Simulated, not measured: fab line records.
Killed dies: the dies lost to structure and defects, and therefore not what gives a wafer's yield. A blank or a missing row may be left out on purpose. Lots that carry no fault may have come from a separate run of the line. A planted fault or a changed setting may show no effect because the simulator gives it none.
fab line records	flow nand_harc	part 1 of 2: steps 1 to 4 of 6
record: lots: 23	wafers: 69	last_day: 33
route steps=1302 shown A_CHANNEL_HOLE_D1@473 A_CHANNEL_HOLE_D2@588 A_CHANNEL_FILL_D2@616
lots untouched by any fault: they come from a run of this same line in which no faults occurred
start_h: the number of hours between the record's first day and the start of the first shown wafer of the lot	wait_h: time in hours since the lot's previous step	" as in the row above	L1.1+2: one row covering several wafers at once	- value missing, or start not given	* or withheld: withheld	< > ~ a bound
route shown NAME@n: NAME is a module with steps in the file, n the number in the route of the first one	usual: average and standard deviation across the fault-free wafers	same: alike in all rows	chamber/n: place in a boat	sites: the reading at each site	_std_site: standard deviation of those values	_edge_site: outer sites' mean less inner sites'	radius_mm: for every site, how far away it sits from the centre of the wafer	mask NAME#n: copy n	behind: the tool/chamber that last shaped the wafer	hold: the reason the lot was held/the length of the hold in hours/how it ended	device: the transistor (n, p or np) that didn't switch	end of line: the same wafers' tests at the end of the route	step lacking rows: just its recipe	killed: count of dies lost to structure and defects at first sort (not the wafer's yield)	map: per-die view of a wafer (x killed, . not killed, _ where there is no die)
set.NAME: the setting the step ran with; set.NAME@STEP: the setting that earlier step ran with	model.NAME: the simulator's own value behind a step, which no gauge read
route steps across a sampled set of lots; one table per step, one row per wafer
services: the hour from which a tool's chamber was out of use, counted from the record's first day as start_h (under 0 if before that day), plus the number of hours and why
== steps ==
step: NHARC_A_CHANNEL_HOLE_D1_ETCH_21
recipe: bias_v: 3000	source_w: withheld	pressure_mtorr: 20	time_s: 514.3	ar_flow_sccm: 375	c4f8_flow_sccm: 89.3	o2_flow_sccm: 35.7	temp_c: -20	target_depth_a: 16000	chemistry: C4F8/O2/Ar
usual: drypump_motor_current_A: 6.0/0.42	showerhead_plenum_p_Torr: 3.73/0.094	throttle_valve_pct: 32.155/0.0092
lot.wafer	tool	chamber	start_h	wait_h	drypump_motor_current_A	rf_hours_counter_h	showerhead_plenum_p_Torr	throttle_valve_pct
L074.1	har_etch-02	0	177.25	0.3	5.4	291	3.62	32.149
L074.4	"	0	"	"	5.4	-	3.62	32.149
L074.3	"	1	"	"	6.6	-	3.77	32.162
L075.1	har_etch-01	1	197.84	0.3	6.2	95	3.73	32.158
L075.3	"	1	"	"	6.2	-	3.73	32.150
L075.5	"	1	"	"	6.2	-	3.73	32.159
L076.2	har_etch-02	1	205.30	0.3	6.6	307	3.76	32.162
L076.4	"	1	"	"	6.6	-	3.76	32.156
L076.5	"	1	"	"	6.6	-	3.76	32.169
L077.1	har_etch-01	0	213.03	0.3	5.9	103	3.87	32.157
L077.2	"	1	"	"	6.2	103	3.73	32.153
L077.3	"	1	"	"	6.2	-	3.73	32.151
L078.4	har_etch-01	0	221.20	0.3	5.9	-	3.87	32.160
L078.5	"	0	"	"	5.9	-	3.87	32.149
L078.6	"	1	"	"	6.2	-	3.72	32.157
L079.1	har_etch-01	1	231.89	0.3	6.2	118	3.72	32.146
L079.4	"	0	"	"	5.9	-	3.87	32.160
L079.6	"	1	"	"	6.2	-	3.72	32.143
L080.1	har_etch-02	1	245.03	0.3	6.6	330	3.75	32.149
L080.4	"	0	"	"	5.4	-	3.60	32.173
L080.5	"	0	"	"	5.4	-	3.60	32.157
L081.3	har_etch-02	0	249.25	0.3	5.4	-	3.60	32.160
L081.4	"	1	"	"	6.6	-	3.75	32.165
L081.5	"	1	"	"	6.6	-	3.75	32.138
L082.4	har_etch-01	1	268.11	0.3	6.2	-	3.71	32.157
L082.6	"	1	"	"	6.2	-	3.71	32.162
L082.5	"	0	"	"	5.9	-	3.86	32.167
L083.3	har_etch-02	1	273.12	0.3	6.6	-	3.74	32.158
L083.5	"	0	"	"	5.4	-	3.59	32.172
L083.6	"	1	"	"	6.6	-	3.74	32.144
L084.3	har_etch-02	1	277.40	0.3	6.7	-	3.74	32.148
L084.4	"	0	"	"	5.4	-	3.59	32.150
L084.6	"	0	"	"	5.4	-	3.59	32.156
L085.1	har_etch-02	0	290.26	0.3	5.4	357	3.59	32.154
L085.6	"	0	"	"	5.4	-	3.59	32.144
L085.5	"	1	"	"	6.6	-	3.73	32.157
L086.1	har_etch-01	0	297.84	0.3	5.8	152	3.85	32.166
L086.4	"	0	"	"	5.9	-	3.85	32.164
L086.5	"	1	"	"	6.2	-	3.70	32.150
L087.2	har_etch-02	1	320.21	0.3	6.6	368	3.73	32.157
L087.3	"	1	"	"	6.6	-	3.73	32.150
L087.5	"	1	"	"	6.6	-	3.73	32.162
L089.2	har_etch-02	1	332.30	0.3	6.6	379	3.72	32.152
L089.1	"	0	"	"	5.5	379	3.58	32.140
L089.6	"	0	"	"	5.4	-	3.58	32.161
L088.1	har_etch-01	0	332.67	0.3	5.9	171	3.84	32.150
L088.4	"	0	"	"	5.9	-	3.84	32.155
L088.3	"	1	"	"	6.2	-	3.69	32.155
L090.2	har_etch-02	1	352.17	0.3	6.6	391	3.71	32.151
L090.4	"	0	"	"	5.4	-	3.57	32.159
L090.5	"	1	"	"	6.6	-	3.71	32.161
L092.1	har_etch-01	0	366.68	0.3	5.9	191	3.83	32.156
L092.4	"	0	"	"	5.9	-	3.82	32.151
L092.6	"	0	"	"	5.9	-	3.82	32.155
L093.2	har_etch-01	0	383.77	0.3	5.9	202	3.82	32.158
L093.4	"	0	"	"	5.9	-	3.82	32.165
L093.6	"	1	"	"	6.2	-	3.67	32.165
L094.4	har_etch-01	0	387.96	0.3	5.9	-	3.82	32.153
L094.3	"	1	"	"	6.2	-	3.67	32.155
L094.5	"	1	"	"	6.2	-	3.67	32.155
L095.2	har_etch-02	0	399.51	0.3	5.4	0	3.93	32.150
L095.4	"	0	"	"	5.4	-	3.93	32.137
L095.6	"	1	"	"	6.6	-	3.70	32.162
L096.1	har_etch-01	0	411.02	0.3	5.9	225	3.81	32.160
L096.3	"	1	"	"	6.2	-	3.66	32.162
L096.6	"	0	"	"	5.9	-	3.81	32.141
L097.1	har_etch-01	1	418.26	0.3	6.2	229	3.66	32.138
L097.4	"	0	"	"	5.9	-	3.80	32.166
L097.5	"	0	"	"	5.8	-	3.80	32.147
step: NHARC_A_CHANNEL_HOLE_D2_ETCH_34
recipe: target_depth_a: 1540	time_s: 77	cf4_flow_sccm: 100	chf3_flow_sccm: 30	ar_flow_sccm: 0	rf_w: 500	bias_w: 200	chemistry: CF4/CHF3
usual: drypump_motor_current_A: 5.6/0.45	oes_product_au: 0.958/0.016	rf_vpp_V: 371.2/2.6	showerhead_plenum_p_Torr: 1.59/0.078	throttle_valve_pct: 16.802/0.0098
lot.wafer	tool	chamber	start_h	wait_h	drypump_motor_current_A	oes_product_au	rf_hours_counter_h	rf_vpp_V	showerhead_plenum_p_Torr	throttle_valve_pct
L074.1	rie_diel-05	0	-	-	5.6	0.958	4.2	369.8	1.53	16.815
L074.3	"	1	"	"	5.3	0.965	3.3	367.8	1.47	16.797
L074.4	"	2	"	"	6.2	0.962	3.6	371.3	1.58	16.797
L075.3	rie_diel-07	3	-	-	5.3	0.979	0.1	373.5	1.68	16.800
L075.1	"	2	"	"	5.8	0.967	0.2	372.4	1.66	16.801
L075.5	"	3	"	"	5.3	0.983	-	374.6	1.68	16.806
L076.2	rie_diel-07	0	-	-	5.4	0.968	1.4	366.3	1.49	16.805
L076.4	"	1	"	"	5.1	0.975	2.0	369.1	1.50	16.807
L076.5	"	3	"	"	5.4	0.980	-	373.7	1.68	16.795
L077.3	rie_diel-05	0	-	-	5.6	0.950	6.6	368.8	1.53	16.801
L077.2	"	1	"	"	5.3	0.950	5.2	366.9	1.47	16.790
L077.1	"	2	"	"	6.3	0.951	5.7	370.8	1.58	16.793
L078.4	rie_diel-10	1	-	-	5.0	0.963	2.9	373.0	1.65	16.807
L078.5	"	2	"	"	5.6	0.960	-	369.6	1.55	16.805
L078.6	"	3	"	"	6.1	0.961	-	368.9	1.51	16.784
L079.1	rie_diel-07	2	-	-	5.8	0.952	2.6	374.8	1.66	16.807
L079.4	"	3	"	"	5.3	0.976	2.0	373.7	1.68	16.800
L079.6	"	1	"	"	5.1	0.966	-	368.4	1.50	16.813
L080.1	rie_diel-10	0	-	-	6.2	0.957	5.0	373.3	1.69	16.793
L080.4	"	1	"	"	4.9	0.937	3.7	373.3	1.65	16.796
L080.5	"	3	"	"	6.1	0.952	-	368.6	1.51	16.805
L081.3	rie_diel-07	1	-	-	5.1	0.951	3.8	369.6	1.50	16.800
L081.4	"	2	"	"	5.8	0.936	3.2	371.9	1.66	16.798
L081.5	"	0	"	"	5.4	0.921	-	368.5	1.49	16.795
L083.3	rie_diel-10	2	-	-	5.6	0.948	6.6	369.9	1.55	16.805
L083.6	"	0	"	"	6.2	0.963	-	374.5	1.69	16.796
L083.5	"	1	"	"	4.9	0.951	-	371.8	1.65	16.790
L082.4	rie_diel-05	3	-	-	5.0	0.953	11.0	372.6	1.66	16.817
L082.5	"	1	"	"	5.3	0.919	-	368.0	1.47	16.804
L082.6	"	2	"	"	6.3	0.961	-	370.7	1.58	16.795
L084.3	rie_diel-10	0	-	-	6.2	0.966	7.6	374.8	1.68	16.776
L084.4	"	3	"	"	6.1	0.959	7.6	370.2	1.51	16.806
L084.6	"	0	"	"	6.2	0.967	-	373.3	1.68	16.792
L085.1	rie_diel-10	0	-	-	6.2	0.955	8.2	372.9	1.68	16.801
L085.6	"	0	"	"	6.1	0.953	-	373.8	1.68	16.789
L085.5	"	1	"	"	4.9	0.947	-	374.4	1.65	16.793
L086.1	rie_diel-10	0	-	-	6.3	0.936	9.1	376.1	1.68	16.795
L086.4	"	1	"	"	5.0	0.919	8.5	374.5	1.65	16.772
L086.5	"	3	"	"	6.1	0.927	-	369.0	1.51	16.795
L087.3	rie_diel-07	3	-	-	5.3	0.935	6.4	373.9	1.68	16.805
L087.2	"	0	"	"	5.4	0.926	7.3	368.2	1.49	16.809
L087.5	"	2	"	"	5.8	0.928	-	372.0	1.66	16.805
L088.4	rie_diel-10	1	-	-	5.0	0.962	0.9	374.1	1.65	16.814
L088.3	"	2	"	"	5.6	0.976	1.1	370.1	1.55	16.807
L088.1	"	3	"	"	6.1	0.984	1.0	368.4	1.51	16.795
L089.2	rie_diel-05	3	-	-	5.0	0.969	2.7	372.4	1.65	16.815
L089.1	"	0	"	"	5.6	0.992	3.1	370.0	1.53	16.813
L089.6	"	1	"	"	5.3	0.976	-	367.2	1.47	16.812
L090.4	rie_diel-05	2	-	-	6.2	0.970	4.0	371.5	1.58	16.804
L090.2	"	1	"	"	5.3	0.963	3.2	367.0	1.47	16.796
L090.5	"	3	"	"	5.0	0.968	-	372.3	1.65	16.816
L092.4	rie_diel-10	2	-	-	5.6	0.959	3.3	369.3	1.55	16.806
L092.1	"	3	"	"	6.1	0.962	3.0	367.9	1.51	16.774
L092.6	"	0	"	"	6.2	0.965	-	373.6	1.68	16.802
L094.4	rie_diel-05	3	-	-	5.0	0.951	5.6	372.6	1.65	16.787
L094.3	"	0	"	"	5.6	0.965	7.1	368.2	1.53	16.801
L094.5	"	3	"	"	5.0	0.961	-	371.8	1.65	16.800
L093.4	rie_diel-07	2	-	-	5.8	0.968	0.4	372.8	1.66	16.818
L093.2	"	0	"	"	5.4	0.959	0.3	369.5	1.49	16.813
L093.6	"	2	"	"	5.9	0.982	-	374.3	1.66	16.793
L095.2	rie_diel-05	2	-	-	6.3	0.970	6.5	369.8	1.58	16.796
L095.4	"	0	"	"	5.6	0.973	7.9	369.1	1.53	16.784
L095.6	"	2	"	"	6.3	0.980	-	371.1	1.58	16.803
L096.1	rie_diel-07	2	-	-	5.9	0.966	1.3	373.6	1.66	16.812
L096.3	"	0	"	"	5.4	0.964	1.3	368.5	1.49	16.810
L096.6	"	1	"	"	5.1	0.973	-	368.4	1.50	16.792
L097.4	rie_diel-07	1	-	-	5.1	0.972	2.5	367.3	1.50	16.816
L097.1	"	3	"	"	5.3	0.959	2.5	376.1	1.68	16.801
L097.5	"	0	"	"	5.4	0.943	-	368.6	1.49	16.814
step: NHARC_A_CHANNEL_HOLE_D2_ETCH_23
recipe: bias_v: 5000	source_w: withheld	pressure_mtorr: 20	time_s: 819	ar_flow_sccm: 375	c4f8_flow_sccm: 89.3	o2_flow_sccm: 35.7	temp_c: -20	target_depth_a: 16000	chemistry: C4F8/O2/Ar
usual: drypump_motor_current_A: 6.0/0.43	showerhead_plenum_p_Torr: 3.73/0.1	throttle_valve_pct: 32.155/0.0088
lot.wafer	tool	chamber	start_h	wait_h	drypump_motor_current_A	rf_hours_counter_h	showerhead_plenum_p_Torr	throttle_valve_pct
L074.1	har_etch-02	1	286.47	0.5	6.6	354	3.73	32.141
L074.4	"	1	"	"	6.6	-	3.73	32.159
L074.3	"	0	"	"	5.4	-	3.59	32.159
L075.1	har_etch-01	1	306.56	0.5	6.2	157	3.70	32.159
L075.3	"	1	"	"	6.2	-	3.70	32.143
L075.5	"	0	"	"	5.8	-	3.84	32.161
L076.2	har_etch-01	1	325.10	0.5	6.2	165	3.69	32.163
L076.4	"	0	"	"	5.9	-	3.84	32.161
L076.5	"	1	"	"	6.2	-	3.69	32.164
L077.2	har_etch-02	1	329.18	0.5	6.6	376	3.72	32.168
L077.1	"	0	"	"	5.4	376	3.58	32.150
L077.3	"	0	"	"	5.5	-	3.58	32.150
L078.4	har_etch-02	1	337.85	0.5	6.6	-	3.72	32.167
L078.5	"	0	"	"	5.5	-	3.57	32.157
L078.6	"	1	"	"	6.6	-	3.72	32.172
L079.1	har_etch-01	0	345.57	0.5	5.9	176	3.83	32.169
L079.4	"	0	"	"	5.9	-	3.83	32.151
L079.6	"	1	"	"	6.2	-	3.69	32.161
L080.1	har_etch-02	1	357.35	0.5	6.6	396	3.71	32.162
L080.4	"	0	"	"	5.4	-	3.57	32.166
L080.5	"	1	"	"	6.6	-	3.71	32.144
L081.3	har_etch-01	1	357.86	0.5	6.2	-	3.68	32.149
L081.4	"	0	"	"	5.9	-	3.83	32.139
L081.5	"	1	"	"	6.2	-	3.68	32.171
L083.3	har_etch-02	0	379.29	0.5	5.4	-	3.56	32.149
L083.5	"	0	"	"	5.4	-	3.56	32.151
L083.6	"	1	"	"	6.6	-	3.71	32.161
L082.4	har_etch-01	0	379.56	0.5	5.9	-	3.82	32.152
L082.6	"	1	"	"	6.2	-	3.67	32.170
L082.5	"	0	"	"	5.9	-	3.82	32.158
L084.4	har_etch-01	1	397.06	0.5	6.2	-	3.67	32.151
L084.3	"	0	"	"	5.9	-	3.81	32.160
L084.6	"	0	"	"	5.9	-	3.81	32.141
L085.1	har_etch-01	0	402.85	0.5	5.9	219	3.81	32.147
L085.6	"	0	"	"	5.9	-	3.81	32.148
L085.5	"	1	"	"	6.2	-	3.66	32.149
L086.1	har_etch-02	1	415.58	0.5	6.6	13	3.70	32.160
L086.4	"	1	"	"	6.6	-	3.70	32.148
L086.5	"	1	"	"	6.6	-	3.70	32.147
L087.2	har_etch-01	1	429.20	0.5	6.2	234	3.65	32.151
L087.3	"	0	"	"	5.9	-	3.80	32.155
L087.5	"	1	"	"	6.2	-	3.66	32.153
L088.1	har_etch-02	1	450.62	0.5	6.6	28	3.69	32.154
L088.3	"	0	"	"	5.4	-	3.92	32.161
L088.4	"	1	"	"	6.6	-	3.69	32.167
L089.2	har_etch-01	0	450.69	0.5	5.9	245	3.79	32.141
L089.1	"	1	"	"	6.2	245	3.65	32.145
L089.6	"	1	"	"	6.2	-	3.65	32.164
L090.2	har_etch-02	0	463.13	0.5	5.4	39	3.91	32.158
L090.4	"	0	"	"	5.4	-	3.91	32.164
L090.5	"	1	"	"	6.6	-	3.68	32.160
L092.1	har_etch-02	0	485.03	0.5	5.4	51	3.90	32.156
L092.4	"	1	"	"	6.6	-	3.68	32.134
L092.6	"	1	"	"	6.6	-	3.68	32.159
L094.4	har_etch-01	1	498.02	0.5	6.2	-	3.63	32.134
L094.3	"	0	"	"	5.9	-	3.78	32.148
L094.5	"	0	"	"	5.9	-	3.78	32.147
L093.2	har_etch-02	0	498.96	0.5	5.4	58	3.90	32.153
L093.4	"	0	"	"	5.4	-	3.90	32.152
L093.6	"	1	"	"	6.6	-	3.67	32.148
L095.2	har_etch-02	0	509.03	0.5	5.4	62	3.90	32.155
L095.4	"	0	"	"	5.4	-	3.90	32.160
L095.6	"	1	"	"	6.6	-	3.67	32.151
L096.1	har_etch-02	1	522.82	0.5	6.6	74	3.66	32.159
L096.3	"	0	"	"	5.4	-	3.89	32.146
L096.6	"	0	"	"	5.4	-	3.89	32.155
L097.1	har_etch-01	1	530.58	0.5	6.2	295	3.62	32.168
L097.4	"	1	"	"	6.2	-	3.62	32.158
L097.5	"	1	"	"	6.2	-	3.62	32.152
step: NHARC_A_CHANNEL_FILL_D2_ALD_16
recipe: target_thk_a: 15	pulse_time_s: 10	ald_cycles: 15	temp_c: 300	material: SiO2
usual: heater_power_outer_w: 254/27	heater_power_w: 461/48	precursor_pulse_height_rel: 1.000/0.021
same: pulse_time_s: 10
lot.wafer	tool	chamber	start_h	wait_h	heater_power_outer_w	heater_power_w	precursor_pulse_height_rel
L074.3	ald_hk-04	3	305.49	2.4	263	461	1.003
L074.1	"	0	"	"	290	492	1.015
L074.4	"	1	"	"	248	443	0.976
L075.3	ald_hk-03	0	323.27	0.1	270	520	1.003
L075.1	"	1	"	"	245	473	0.998
L075.5	"	3	"	"	295	534	1.008
L076.2	ald_hk-03	2	341.81	0.1	251	434	1.012
L076.4	"	3	"	"	289	533	1.007
L076.5	"	0	"	"	274	525	1.039
L077.1	ald_hk-01	3	346.29	0.0	204	353	1.016
L077.2	"	0	"	"	252	475	0.998
L077.3	"	1	"	"	315	560	0.999
L078.4	ald_hk-03	2	354.28	0.1	245	440	1.004
L078.6	"	0	"	"	269	504	0.985
L078.5	"	1	"	"	249	468	0.994
L079.1	ald_hk-04	0	362.40	0.3	285	498	0.989
L079.4	"	1	"	"	245	456	1.028
L079.6	"	0	"	"	278	504	1.009
L081.3	ald_hk-01	2	375.28	0.1	190	346	0.964
L081.4	"	3	"	"	206	343	1.007
L081.5	"	2	"	"	193	347	1.000
L080.4	ald_hk-04	1	375.29	0.1	248	453	0.992
L080.1	"	2	"	"	237	442	1.000
L080.5	"	1	"	"	246	463	1.016
L082.4	ald_hk-04	0	395.81	0.1	282	496	0.994
L082.5	"	2	"	"	240	445	1.010
L082.6	"	3	"	"	263	469	0.997
L083.3	ald_hk-04	0	395.97	0.3	290	513	1.006
L083.6	"	2	"	"	237	437	1.024
L083.5	"	3	"	"	261	464	0.971
L084.3	ald_hk-04	2	413.88	0.0	239	451	1.015
L084.4	"	1	"	"	258	451	1.024
L084.6	"	2	"	"	239	423	1.017
L085.1	ald_hk-04	1	420.56	0.5	244	454	0.961
L085.6	"	2	"	"	235	438	1.033
L085.5	"	3	"	"	262	470	0.959
L086.1	ald_hk-03	0	432.22	0.1	265	490	0.990
L086.4	"	2	"	"	252	441	0.997
L086.5	"	0	"	"	265	497	1.001
L087.3	ald_hk-03	1	445.74	0.1	243	471	1.034
L087.2	"	2	"	"	242	452	0.995
L087.5	"	0	"	"	262	492	0.999
L088.3	ald_hk-01	3	467.20	0.1	207	348	0.990
L088.4	"	0	"	"	262	464	0.975
L088.1	"	1	"	"	315	589	0.995
L089.2	ald_hk-04	3	467.23	0.1	249	454	0.982
L089.1	"	0	"	"	276	496	0.998
L089.6	"	2	"	"	239	429	1.020
L090.2	ald_hk-04	0	477.46	0.2	279	507	1.025
L090.4	"	2	"	"	234	431	1.007
L090.5	"	0	"	"	295	485	0.998
L092.4	ald_hk-04	3	501.80	0.0	252	453	1.017
L092.1	"	1	"	"	244	438	0.964
L092.6	"	0	"	"	281	494	0.979
L094.4	ald_hk-03	2	514.44	0.1	246	437	1.012
L094.3	"	0	"	"	264	486	1.002
L094.5	"	2	"	"	256	430	1.022
L093.4	ald_hk-04	3	514.45	0.1	247	453	0.994
L093.2	"	1	"	"	246	426	0.982
L093.6	"	3	"	"	248	457	0.988
L095.2	ald_hk-01	0	525.65	0.1	261	459	0.993
L095.4	"	2	"	"	184	349	1.000
L095.6	"	3	"	"	218	377	1.015
L096.3	ald_hk-04	3	540.43	0.5	249	442	0.994
L096.1	"	0	"	"	289	499	0.967
L096.6	"	1	"	"	237	438	1.021
L097.4	ald_hk-04	3	547.70	0.1	243	445	1.010
L097.1	"	0	"	"	283	500	1.027
L097.5	"	1	"	"	243	447	0.979
